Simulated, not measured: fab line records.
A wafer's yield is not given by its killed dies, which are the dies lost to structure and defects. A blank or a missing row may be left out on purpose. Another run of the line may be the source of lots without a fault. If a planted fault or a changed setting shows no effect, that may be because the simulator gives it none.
One fault seen from 3 desks + flow n5-finfet + numbers are kept per desk, each desk with only its own; the story behind them comes last

## THE DEFECT DESK
Inspection counts along the route, by lot: the mean over sampled wafers that carry a number. A lot is out of limits, marked OUT, if its mean lies more than 4 standard deviations from the usual mean; the brackets give that distance.
Columns: A = raw-defect-count at N5_ILD0_INSPECT_06, usual 40
| lot  | first seen here | A  |
|------|-----------------|----|
| L648 | day 4 07:08     | 55 |
| L651 | day 4 21:50     | 47 |
| L652 | day 5 01:28     | 30 |
| L653 | day 5 11:08     | 32 |
| L654 | day 5 14:48     | 98 |
| L660 | day 7 05:28     | 29 |
| L662 | day 7 11:47     | 31 |
| L664 | day 7 23:01     | 36 |
| L667 | day 8 20:27     | 55 |
| L670 | day 9 20:50     | 48 |
This desk found nothing out of limits on any of the 10 lots.

## THE METROLOGY DESK
Means of the sampled wafers that have a number, per lot and without regard to the tool the lot ran on: this is what the gauges read. A lot is out of limits, marked OUT, if its mean lies more than 4 standard deviations from the usual mean; the brackets give that distance. Readings shown: 7 out of 17 (the first out of limits, and those lying furthest out on some lot).
Columns: A = RS_SD_N at N5_SD_ACTIVATION_RS_MEAS_03, usual 21.8 ohm/sq; B = ION_P at N5_BEOL_M4_RC_MEAS_101, usual 461 uA/um; C = RC_DENSE_N at N5_BEOL_M4_RC_MEAS_101, usual 19.0 ohm.um; D = RC_N at N5_BEOL_M4_RC_MEAS_101, usual 15.52 ohm.um; E = REXT_N at N5_BEOL_M4_RC_MEAS_101, usual 75.3 ohm.um; F = RS_SD_N at N5_BEOL_M4_RC_MEAS_101, usual 28.3 ohm/sq; G = VT_P at N5_BEOL_M4_RC_MEAS_101, usual -250 mV
| lot  | first seen here | A              | B   | C               | D                | E               | F               | G    |
|------|-----------------|----------------|-----|-----------------|------------------|-----------------|-----------------|------|
| L648 | day 4 00:32     | 21.6           | 458 | 19.3            | 15.75            | 75.8            | 28.0            | -253 |
| L651 | day 4 14:49     | 21.9           | 476 | 19.1            | 15.54            | 77.0            | 28.3            | -242 |
| L652 | day 4 18:12     | 22.2           | 456 | 18.8            | 15.27            | 72.8            | 28.5            | -251 |
| L653 | day 5 03:38     | 22.3           | 460 | 19.2            | 15.78            | 77.8            | 28.9            | -250 |
| L654 | day 5 07:51     | 21.7           | 469 | 18.6            | 15.25            | 74.1            | 28.3            | -246 |
| L660 | day 6 22:53     | 25.5 (+11) OUT | 448 | 22.2 (+8.7) OUT | 18.19 (+9.2) OUT | 82.5 (+4.8) OUT | 32.2 (+8.6) OUT | -257 |
| L662 | day 7 04:38     | 21.5           | 451 | 18.8            | 15.29            | 76.2            | 27.7            | -253 |
| L664 | day 7 16:28     | 25.6 (+12) OUT | 462 | 22.1 (+8.5) OUT | 18.13 (+9.0) OUT | 81.6 (+4.2) OUT | 31.8 (+7.7) OUT | -250 |
| L667 | day 8 13:51     | 21.8           | 458 | 18.9            | 15.49            | 76.3            | 28.3            | -251 |
| L670 | day 9 13:42     | 21.5           | 456 | 19.5            | 15.84            | 76.4            | 28.0            | -255 |
Finding of this desk: L660, L664 out of limits, first seen on L660 at day 6 22:53 (RS_SD_N at N5_SD_ACTIVATION_RS_MEAS_03). In limits: L648, L651, L652, L653, L654, L662, L667, L670.

## DESK OF THE TOOL OWNER: laser-anneal-01
Per lot that ran on this tool, the mean of the sampled wafers carrying a number, from the tool's own readings at N5_SD_ACTIVATION_LSA_01 (time 0.0008 s). A lot is out of limits, marked OUT, if its mean lies more than 4 standard deviations from the usual mean; the brackets give that distance.
Columns: A = wafer_temp_C_max at N5_SD_ACTIVATION_LSA_01, usual 1083.8
| lot  | first seen here | A                |
|------|-----------------|------------------|
| L648 | day 4 00:20     | 1083.2           |
| L652 | day 4 18:01     | 1082.9           |
| L654 | day 5 07:39     | 1083.5           |
| L660 | day 6 22:41     | 1045.8 (-51) OUT |
| L664 | day 7 16:17     | 1046.1 (-51) OUT |
This desk finds L660, L664 out of limits, L660 being first, at day 6 22:41 (wafer_temp_C_max at N5_SD_ACTIVATION_LSA_01). In limits: L648, L652, L654.

## ALL TOGETHER
The tool owner's desk could have raised an alarm at day 6 22:41, on L660, L664.
Metrology desk: alarm possible at day 6 22:53 on L660, L664.
Nothing out of limits was seen by the defect desk.
The defect desk has L660, L664 on record, within its limits.
Of the lots named, all ran N5_SD_ACTIVATION_LSA_01 on laser-anneal-01.

## WHAT THE SIMULATOR PUT IN
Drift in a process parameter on laser-anneal-01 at N5_SD_ACTIVATION_LSA_01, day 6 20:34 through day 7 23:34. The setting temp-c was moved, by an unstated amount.
Struck lots among those shown: L660, L664.
Fault start to first reading out of limits, in hours, per desk: tool owner, 2; metrology, 2.
